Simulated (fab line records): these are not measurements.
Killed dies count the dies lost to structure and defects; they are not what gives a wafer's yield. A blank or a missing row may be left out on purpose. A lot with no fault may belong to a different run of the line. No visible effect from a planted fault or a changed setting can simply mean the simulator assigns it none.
A lot that was struck, set against a sound lot | flow n5 finfet | 39 out of 1938 route steps
Sound: these wafers, L974.1, L974.5, L974.6. Struck: wafer L990.4 (left out: L990.6, a lot-mate that was not struck); the cause follows at the end.
Each step with rows lists, per side, the tool, then ch with its chambers, then its first start. Under that, the readings that differ: sound wafers | struck wafers | difference of the means | sigmas: that difference in standard deviations of wafers without a fault.
alike: same words and numbers on both sides, and readings whose means sit less than 2 such deviations apart. not compared: any withheld reading, any reading some wafer has no value for, any bound like >300 that may hide the same value, and any number with overlapping values for which the record gives no deviation.
The two part at a step that has a row with sigmas, a row that says differs or no value, or rows on one side only. Numbers that don't overlap but have no deviation are shown without sigmas and don't part them. A reading that every wafer of one side lacks parts them only if that side has two wafers or more.

first, 12 steps without rows for these wafers: N5_MOL_CONTACT_COAG_DESCUM_45 (chemistry O2, time 7 s); N5_MOL_CONTACT_COAG_ETCH_65 (etches underlayer in N2/H2, target depth 13 nm, time 10.4 s); N5_MOL_CONTACT_COAG_ETCH_66 (etches SiARC in CF4, target depth 13 nm, time 21.7 s); N5_MOL_CONTACT_COAG_ALD_133 (deposits SiO2, target thk 5 nm, pulse time 1 s, co reactant pulse time 1 s); N5_MOL_CONTACT_COAG_ETCHBACK_134 (etches SiO2 in CHF3, target depth 10 nm, time 6.7 s); N5_MOL_CONTACT_COAG_ETCH_67 (etches SOC in N2/H2, target depth 60 nm, overetch 21 nm, time 101.2 s); N5_MOL_CONTACT_COAG_STRIP_68 (strips in N2/H2); N5_MOL_CONTACT_COAG_STRIP_69 (strips in N2/H2); N5_MOL_CONTACT_COAG_ETCHBACK_136 (etches SiO2 in CHF3, target depth 25 nm, time 16.7 s); N5_MOL_CONTACT_COAG_STRIP_120 (strips in CHF3); N5_MOL_CONTACT_COAG_VIA_ETCH_117 (etches SiO2 in C4F6/O2, target depth 40 nm, overetch 8 nm, time 26 s); N5_MOL_CONTACT_COAG_ETCH_124 (etches SiNx in CH3F/O2, stops on SiOC, target depth 6.5 nm).
N5_MOL_CONTACT_COAG_ETCH_48: etches SiOC in C4F6/O2, target depth 15 nm, overetch 4.5 nm, time 17 s.
  sound on rie diel-04 ch 0,2,3, day 5 10:07; struck on rie diel-04 ch 3, day 9 02:19
  alike: drypump motor current A, mfc ar sccm, oes_f_703_au, oes product au, rf vpp V, showerhead plenum p Torr, throttle valve pct
  not compared: rf hours counter h, model.SOC_of_MOL_CONTACT_COAG_COAT_62.thk nm
then, 24 steps without rows for these wafers: N5_MOL_CONTACT_COAG_STRIP_72 (strips in N2/H2); N5_MOL_CONTACT_COAG_STRIP_49 (strips in N2/H2, time 30 s); N5_MOL_CONTACT_COAG_PRECLEAN_138 (cleans in alkaline clean, time 60 s); N5_MOL_CONTACT_COAG_SRD_139 (time 30 s); N5_MOL_CONTACT_COAG_PRE_CLEAN_121; N5_MOL_CONTACT_COAG_CVD_140 (deposits W, target thk 66.5 nm, time 215 s); N5_MOL_CONTACT_COAG_PRECLEAN_127 (cleans in DIW, time 57.5 s); N5_MOL_CONTACT_COAG_SRD_128 (dry time 32 s); N5_MOL_CONTACT_COAG_CMP_52 (polishes, stops on SiO2, t overpolish 1.5 s, target thk 66.5 nm); N5_MOL_CONTACT_COAG_ANNEAL_112 (time 1800 s); N5_BEOL_M0_SAQP_PECVD_00 (deposits SiCN from 3MS/NH3, target thk 8 nm, time 14 s); N5_BEOL_M0_SAQP_ILD_DEP_01 (deposits SiOC from DEMS/O2, target thk 45.419 nm, time 8.7 s); N5_BEOL_M0_SAQP_HM_DEP_02 (deposits TiN, target thk 12 nm); N5_BEOL_M0_SAQP_PECVD_03 (deposits SiCN from 3MS/NH3, target thk 12 nm, time 21.1 s); N5_BEOL_M0_SAQP_PECVD_96 (deposits a-Si from SiH4/He, target thk 45 nm, time 45.2 s); N5_BEOL_M0_SAQP_PECVD_97 (deposits SiNx from SiH4/NH3/N2, target thk 23 nm, time 19.9 s); N5_BEOL_M0_SAQP_PECVD_04 (deposits a-Si from SiH4/He, target thk 60 nm, time 60.2 s); N5_BEOL_M0_SAQP_HM_DEP_111 (deposits SiO2 from SiH4/N2O, target thk 12 nm, time 7.2 s); N5_BEOL_M0_SAQP_COAT_81 (time 60 s, resist thk 100 nm); N5_BEOL_M0_SAQP_COAT_82 (time 60 s, resist thk 30 nm); N5_BEOL_M0_SAQP_COAT_08 (resist thk 90 nm); N5_BEOL_M0_SAQP_EBR_10; N5_BEOL_M0_SAQP_SOFTBAKE_09 (time 60 s); N5_BEOL_M0_SAQP_EXPOSE_11 (exposes mask M0 CORE, target cd 42 nm).
N5_BEOL_M4_RC_MEAS_101:
  the record has rows for the sound wafers here (prober-01 ch 0, day 7 18:50) and none for the struck ones
-- record jumps: 7 days separate the struck wafers' starts on either side; left off in module BEOL_M4, taken up again in module PASSIVATION, whose first shown step is the route's number 1936 --
N5_PASSIVATION_PROBE_49:
  the record has rows for the struck wafers here (prober-02, day 16 11:53) and none for the sound ones

== WHERE THEY PART ==
Last at N5_PASSIVATION_PROBE_49 as far as this record goes, first at N5_BEOL_M4_RC_MEAS_101.

WHY: the cause the simulator had injected
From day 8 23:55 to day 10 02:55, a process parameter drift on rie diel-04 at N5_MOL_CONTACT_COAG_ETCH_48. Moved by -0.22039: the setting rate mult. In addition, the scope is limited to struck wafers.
